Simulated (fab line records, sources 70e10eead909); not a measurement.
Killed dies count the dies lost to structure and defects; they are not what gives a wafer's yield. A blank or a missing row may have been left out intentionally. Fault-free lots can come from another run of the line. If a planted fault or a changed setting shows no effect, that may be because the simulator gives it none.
A lot that was struck, set against a sound lot	flow nand_harc	15 out of 1302 route steps
Sound: wafers L553.3, L553.5, L553.6. The struck wafers were L560.1, L560.3, L560.4. The cause is named last.
Order at every step that has rows: each side's tool, ch and its chambers, its first start. Under that, the readings that differ: sound wafers	struck wafers	difference of the means	sigmas: that difference in standard deviations of wafers without a fault.
alike: a reading whose means differ by less than 2 such deviations, as well as words and numbers matching on both sides. not compared: withheld readings; readings where some wafer has no value; bounds like >300 that might hide an equal value; numbers whose values overlap and for which the record gives no deviation.
A row with sigmas, a row that says differs or no value, or rows on one side alone: a step with any of these is where the two part. Numbers that don't overlap but have no deviation are shown without sigmas and don't part them. A reading that every wafer of one side lacks parts them only if that side has two wafers or more.

NHARC_P_BONDPAD_OVL_MEAS_38:
  sound on overlay-02 at day 7 22:10; struck on overlay-02 at day 10 18:24
reading	sound	struck	difference	sigmas
overlay_x_nm (nm)	9 10 10	-2 -1 -2	-11	-2
  alike: overlay_y_nm
then, 1 step without rows for these wafers: NHARC_P_BONDPAD_HARDBAKE_10 (time 65 s).
NHARC_P_BONDPAD_DESCUM_11: chemistry O2, time 3 s.
  sound on rie_diel-04 ch 0,1, day 7 22:17; struck on rie_diel-04 ch 0,2,3, day 10 18:32
  alike: drypump_motor_current_A, oes_product_au, rf_vpp_V, showerhead_plenum_p_Torr, throttle_valve_pct
  not compared: rf_hours_counter_h
NHARC_P_BONDPAD_ETCH_37: etches the open film in N2/H2, target depth 60 nm, overetch 18 nm, time 65.91 s.
  sound on rie_diel-04 ch 0,1,2, day 7 22:23; struck on rie_diel-04 ch 0,1,2, day 10 18:37
  alike: drypump_motor_current_A, oes_product_au, rf_vpp_V, showerhead_plenum_p_Torr, throttle_valve_pct
  not compared: rf_hours_counter_h
then, 1 step without rows for these wafers: NHARC_P_BONDPAD_ETCH_12 (etches the open film in CHF3/O2, target depth 200 nm, time 100 s).
NHARC_P_BONDPAD_CD_MEAS_13:
  sound on cd_sem-01 at day 7 22:36; struck on cd_sem-03 at day 10 18:50
  alike: cd_nm
NHARC_P_BONDPAD_STRIP_15: strips in O2.
  sound on rie_diel-04 ch 0,1, day 7 22:41; struck on rie_diel-08 ch 0,1,2, day 10 18:55
  alike: drypump_motor_current_A, oes_product_au, rf_vpp_V, showerhead_plenum_p_Torr, throttle_valve_pct
  not compared: rf_hours_counter_h
NHARC_P_BONDPAD_ETCH_24: etches the open film in CF4/N2, target depth 30 nm, time 72.99 s.
  sound on rie_diel-04 ch 2,3; struck on rie_diel-08 ch 0,1,2
  alike: cf4_flow_sccm, drypump_motor_current_A, oes_product_au, rf_vpp_V, showerhead_plenum_p_Torr, throttle_valve_pct
  not compared: rf_hours_counter_h
then, 2 steps without rows for these wafers: NHARC_P_BONDPAD_STRIP_16 (strips in post etch residue remover, time 600 s); NHARC_P_BONDPAD_DEGAS_25 (time 60 s).
NHARC_P_BONDPAD_PRE_CLEAN_26: time 30 s.
  sound on pvd_sputter-03; struck on pvd_sputter-03
  alike: heater_power_w
then, 1 step without rows for these wafers: NHARC_P_BONDPAD_PVD_17 (deposits TaN, target thk 5 nm, time 8.06 s).
NHARC_P_BONDPAD_PVD_27: deposits Cu, target thk 30 nm, time 20.49 s.
  sound on pvd_sputter-03 at day 7 23:27; struck on pvd_sputter-03 at day 10 19:52
  no value came back on the struck wafers for cathode_dc_power_W (W), chamber_pressure_pa (Pa), throttle_valve_pct (%); on the sound wafers cathode_dc_power_W (W) reads 4999.5 5000.6 5000.3
then, 1 step without rows for these wafers: NHARC_P_BONDPAD_ECD_18 (material Cu, target thk 400 nm).
-- record jumps: 18 days between struck wafers' starts before vs after; left off in module P_BONDPAD, resumes in module END, first step shown is number 1302 of the route --
NHARC_END_SORT_01:
  here the record holds rows for the struck wafers (prober-02 ch 0, day 28 10:55) but none for the sound ones

== WHERE THEY PART ==
Last at NHARC_END_SORT_01 as far as this record goes, first at NHARC_P_BONDPAD_OVL_MEAS_38.

WHY: what the simulator had put in
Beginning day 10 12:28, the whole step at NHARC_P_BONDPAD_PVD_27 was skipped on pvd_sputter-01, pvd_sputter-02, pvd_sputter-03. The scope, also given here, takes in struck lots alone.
